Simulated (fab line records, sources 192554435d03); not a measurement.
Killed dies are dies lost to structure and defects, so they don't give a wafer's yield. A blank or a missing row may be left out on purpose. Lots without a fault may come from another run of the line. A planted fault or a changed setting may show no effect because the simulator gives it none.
Chamber matching | flow n5_finfet | N5_SD_EPI_N_ETCH_35 on rie_diel-01: 4 sister chambers
The step etches SOC in N2/H2, overetch 108 nm, time 486 s. 27 wafers are shown with their chamber, then 12 later ones without.

WAFERS WITH THEIR CHAMBER
wafer  | chamber | showerhead_plenum_p_Torr (Torr) | throttle_valve_pct (%) | drypump_motor_current_A (A)
L076.1 | 2       | 2.42                            | 24.5                   | 5.0
L076.2 | 3       | 2.69                            | 24.2                   | 5.7
L076.4 | 0       | 2.60                            | 23.7                   | 6.5
L079.1 | 2       | 2.42                            | 24.5                   | 5.0
L079.2 | 0       | 2.60                            | 23.6                   | 6.5
L079.6 | 1       | 2.44                            | 24.0                   | 5.7
L080.1 | 1       | 2.44                            | 24.0                   | 5.7
L080.2 | 0       | 2.60                            | 23.6                   | 6.5
L080.4 | 2       | 2.42                            | 24.5                   | 5.1
L081.2 | 0       | 2.60                            | 23.6                   | 6.5
L081.3 | 2       | 2.42                            | 24.5                   | 5.1
L081.6 | 2       | 2.42                            | 24.5                   | 5.1
L085.1 | 3       | 2.69                            | 24.2                   | 5.7
L085.3 | 1       | 2.43                            | 24.0                   | 5.8
L085.5 | 0       | 2.59                            | 23.7                   | 6.5
L087.1 | 0       | 2.59                            | 23.7                   | 6.5
L087.4 | 1       | 2.43                            | 24.0                   | 5.8
L087.5 | 3       | 2.68                            | 24.2                   | 5.7
L088.1 | 1       | 2.43                            | 24.0                   | 5.7
L088.3 | 3       | 2.68                            | 24.2                   | 5.7
L088.6 | 0       | 2.59                            | 23.7                   | 6.5
L089.3 | 1       | 2.43                            | 24.0                   | 5.8
L089.4 | 1       | 2.43                            | 24.0                   | 5.8
L089.6 | 0       | 2.59                            | 23.7                   | 6.6
L090.4 | 3       | 2.68                            | 24.2                   | 5.7
L090.5 | 1       | 2.43                            | 24.0                   | 5.8
L090.6 | 0       | 2.59                            | 23.7                   | 6.5

SIGNATURES (means of the wafers above)
reading                  | chamber 0 | chamber 1 | chamber 2 | chamber 3 | scatter within a chamber
showerhead_plenum_p_Torr | 2.5944    | 2.4325    | 2.4200    | 2.6840    | 0.00463
throttle_valve_pct       | 23.667    | 24.000    | 24.500    | 24.200    | 0.0295
drypump_motor_current_A  | 6.511     | 5.763     | 5.060     | 5.700     | 0.0415
Rule: a wafer's distance from a chamber is the root of the sum, over the readings, of the square of ((its reading less the chamber's mean) divided by the reading's scatter). The wafer belongs to the nearest chamber; if the next one is less than 2 further off, it can't be placed. The scatter: the root of (the sum of the squares of (reading less its chamber's mean) over the shown wafers, divided by (wafers less chambers)).

WAFERS WITHOUT THEIR CHAMBER
wafer  | showerhead_plenum_p_Torr (Torr) | throttle_valve_pct (%) | drypump_motor_current_A (A)
L093.1 | 2.73                            | 24.2                   | 5.1
L093.5 | 2.73                            | 24.2                   | 5.1
L093.6 | 2.68                            | 24.3                   | 5.7
L095.1 | 2.58                            | 23.7                   | 6.5
L095.3 | 2.43                            | 24.0                   | 5.8
L095.5 | 2.58                            | 23.7                   | 6.5
L096.2 | 2.42                            | 24.0                   | 5.8
L096.4 | 2.73                            | 24.2                   | 5.1
L096.6 | 2.42                            | 24.0                   | 5.8
L097.2 | 2.72                            | 24.2                   | 5.1
L097.3 | 2.42                            | 24.0                   | 5.7
L097.4 | 2.67                            | 24.3                   | 5.7

WHICH CHAMBER EACH WENT THROUGH
wafer  | from the rows above | in truth
L093.1 | 3                   | 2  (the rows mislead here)
L093.5 | 3                   | 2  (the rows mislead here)
L093.6 | 3                   | 3
L095.1 | 0                   | 0
L095.3 | 1                   | 1
L095.5 | 0                   | 0
L096.2 | 1                   | 1
L096.4 | 3                   | 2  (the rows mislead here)
L096.6 | 1                   | 1
L097.2 | 3                   | 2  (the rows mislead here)
L097.3 | 1                   | 1
L097.4 | 3                   | 3
Placed correctly: 8 of 12. Can't be placed from these rows: 0. Placed wrongly: 4.
